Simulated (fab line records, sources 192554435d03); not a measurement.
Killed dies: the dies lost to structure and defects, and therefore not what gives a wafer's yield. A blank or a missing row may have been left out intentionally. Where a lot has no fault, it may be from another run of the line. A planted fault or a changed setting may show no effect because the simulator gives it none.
Comparing a struck lot with a sound one | flow n5-finfet | 14 out of 1938 route steps
Sound: wafers L580.3, L580.4, L580.6. Wafers struck: L582.1, L582.2, L582.3. At the end, the cause is stated.
Each step with rows lists, per side, the tool, then ch with its chambers, then its first start. Under that, the readings that differ: sound wafers | struck wafers | difference of the means | sigmas: that difference in standard deviations of wafers without a fault.
alike: same words and numbers on both sides, and readings whose means sit less than 2 such deviations apart. not compared: any withheld reading, any reading some wafer has no value for, any bound like >300 that may hide the same value, and any number with overlapping values for which the record gives no deviation.
Wherever a step has rows on one side only, a row that says differs or no value, or a row with sigmas, the two part there. When numbers do not overlap yet have no deviation, they are printed without sigmas and do not part them. A reading that every wafer of one side lacks parts them only if that side has two wafers or more.

N5_BEOL_M7_RS_MEAS_57: measures by four-point-probe.
  sound on film-metro-02, day 9 11:51; struck on film-metro-01, day 10 03:07
  alike: M7_RS
N5_BEOL_M7_INSPECT_58: inspects for defects (darkfield).
  sound on defect-inspect-02, day 9 11:52; struck on defect-inspect-01, day 10 03:08
  alike: raw-defect-count
N5_BEOL_M8_ILD_DEP_00: deposits SiCOH lowk from DEMS/porogen, target thk 179.75 nm, time 33.4 s.
  sound on pecvd-03 ch 0,1, day 9 11:56; struck on pecvd-03 ch 0,1, day 10 03:10
  alike: heater-power-w, showerhead-plenum-p-Torr, throttle-valve-pct
N5_BEOL_M8_CURE_74: cures SiCOH lowk, time 240 s.
  sound on uv-cure-03 ch 2, day 9 12:09; struck on uv-cure-03 ch 0, day 10 03:16
  alike: lamp-power-pct, wafer_temp_C_max
N5_BEOL_M8_THK_MEAS_01:
  sound on film-metro-02, day 9 12:31; struck on film-metro-01, day 10 04:15
  alike: M8_ILD_THK
N5_BEOL_M8_PECVD_70: deposits SiO2 from TEOS/O2, target thk 20 nm, time 22.7 s.
  sound on pecvd-02 ch 0,1, day 9 12:32; struck on pecvd-03 ch 0,1, day 10 04:17
  alike: heater-power-w, showerhead-plenum-p-Torr, throttle-valve-pct
N5_BEOL_M8_HM_DEP_02: deposits TiN, target thk 20 nm.
  sound on pvd-sputter-02, day 9 13:29; struck on pvd-sputter-02, day 10 05:45
  alike: substrate-temp-c, throttle-valve-pct
then, 5 steps without rows for these wafers: N5_BEOL_M8_COAT_59 (time 60 s, resist thk 100 nm); N5_BEOL_M8_COAT_60 (time 60 s, resist thk 35 nm); N5_BEOL_M8_COAT_05 (resist thk 90 nm); N5_BEOL_M8_EBR_07; N5_BEOL_M8_SOFTBAKE_06 (time 60 s).
N5_BEOL_M8_EXPOSE_08: exposes mask M8.
  struck on arfi-scanner-01, day 10 06:00; sound on arfi-scanner-02 ch 0, day 9 14:56
  no value came back on the struck wafers for dipole-opening-deg (degrees), exposure-dose-mJ-cm2; on the sound wafers dipole-opening-deg (degrees) reads 35 35 35
  alike: mask
then, 1 step without rows for these wafers: N5_BEOL_M8_PEB_09 (peb time 60 s).

## WHERE THEY PART
Within this record, at N5_BEOL_M8_EXPOSE_08 only.

WHY: what the simulator had put in
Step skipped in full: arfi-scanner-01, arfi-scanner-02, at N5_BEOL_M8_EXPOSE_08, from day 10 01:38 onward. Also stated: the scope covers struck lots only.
